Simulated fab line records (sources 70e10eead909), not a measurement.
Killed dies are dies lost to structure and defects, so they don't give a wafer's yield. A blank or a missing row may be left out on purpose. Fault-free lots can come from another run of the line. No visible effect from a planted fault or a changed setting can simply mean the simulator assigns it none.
A struck lot beside a sound one | flow nand-harc | 14 out of 1159 route steps
Sound: wafers L207.2, L207.3, L207.5. Wafers struck: L210.3, L210.5, L210.6. The cause is given at the end.
Per side, at each step with rows, come the tool, then ch with its chambers, and then its first start. Under that, the readings that differ: sound wafers | struck wafers | difference of the means | sigmas: that difference in standard deviations of wafers without a fault.
alike: readings whose means differ by less than 2 such deviations, and words and numbers that are the same on both sides. not compared: withheld readings, readings that some wafer has no value for, bounds like >300 that may hide the same value, and numbers for which the record gives no deviation and whose values overlap.
Wherever a step has rows on one side only, a row that says differs or no value, or a row with sigmas, the two part there. Non-overlapping numbers with no deviation appear without sigmas and do not part them. A reading missing from all wafers of one side parts the sides only when that side holds two or more wafers.

first, 3 steps without rows for these wafers: NHARC_A_STAIRCASE_STRIP_317 (strips in SPM, time 900 s); NHARC_A_STAIRCASE_PRECLEAN_318 (cleans in SC1); NHARC_A_STAIRCASE_SRD_329.
NHARC_A_STAIRCASE_ALD_415: deposits SiO2, target thk 30 nm, pulse time 6 s, ald cycles 300.
  sound on ald-hk-02 ch 0,2,3, day 12 21:20; struck on ald-hk-02 ch 1,2, day 14 10:17
  reading                    | sound             | struck            | difference | sigmas
  precursor-pulse-height-rel | 0.939 0.970 0.966 | 1.004 1.013 1.001 | +0.048     | +2
  alike: heater-power-w, susceptor-temp-C
NHARC_A_STAIRCASE_ETCHBACK_416: etches the open film in C4F8/O2/Ar, target depth 36 nm, time 7.2 s.
  sound on rie-diel-13 ch 0,1,3; struck on rie-diel-01 ch 0,1,3, day 14 13:49
  alike: oes-product-au, rf-vpp-V
  not compared: rf-hours-counter-h
then, 1 step without rows for these wafers: NHARC_A_STAIRCASE_STRIP_476 (strips in O2, time 20 s).
NHARC_A_STAIRCASE_DEP_417: deposits Si3N4, target thk 60 nm.
  sound on pecvd-02 ch 1,2, day 12 23:53; struck on pecvd-01 ch 0,2, day 14 14:01
  alike: heater-power-w, susceptor-temp-C
then, 3 steps without rows for these wafers: NHARC_A_STAIRCASE_WET_418 (chemistry H3PO4, target depth 20 nm); NHARC_A_STAIRCASE_PRECLEAN_419 (cleans in SC1); NHARC_A_STAIRCASE_SRD_421.
NHARC_A_STAIRCASE_ALD_420: deposits SiO2, target thk 20 nm, pulse time 6 s, ald cycles 200.
  sound on ald-hk-04 ch 1,2,3, day 13 03:59; struck on ald-hk-01 ch 2,3, day 14 17:47
  alike: heater-power-w, precursor-pulse-height-rel, susceptor-temp-C
NHARC_A_STAIRCASE_CVD_552: deposits SiNx, target thk 40 nm.
  sound on lpcvd-01 ch 0, day 13 08:22; struck on lpcvd-02 ch 0, day 15 08:24
  alike: spike-tc-lower-C, susceptor-temp-C
NHARC_A_STAIRCASE_DEP_151: deposits SiO2, target thk 3800 nm.
  sound on pecvd-02 ch 0,1, day 13 11:55; struck on pecvd-04 ch 0,2, day 15 12:31
  reading            | sound       | struck      | difference | sigmas
  heater-power-w (W) | 785 803 637 | 536 457 496 | -245       | -2
  alike: susceptor-temp-C
-- the record jumps here: 9 days lie between the struck wafers' starts before and after (it left off in module A_STAIRCASE and takes up again in module END, whose first step shown is number 1159 of the route) --
NHARC_END_SORT_01:
  at this point the record logs the struck wafers (prober-02 ch 0, day 24 02:00) and has no rows for the sound ones

== WHERE THEY PART ==
At NHARC_A_STAIRCASE_ALD_415 first; at NHARC_END_SORT_01 last (within this record only).

WHY: the cause the simulator had injected
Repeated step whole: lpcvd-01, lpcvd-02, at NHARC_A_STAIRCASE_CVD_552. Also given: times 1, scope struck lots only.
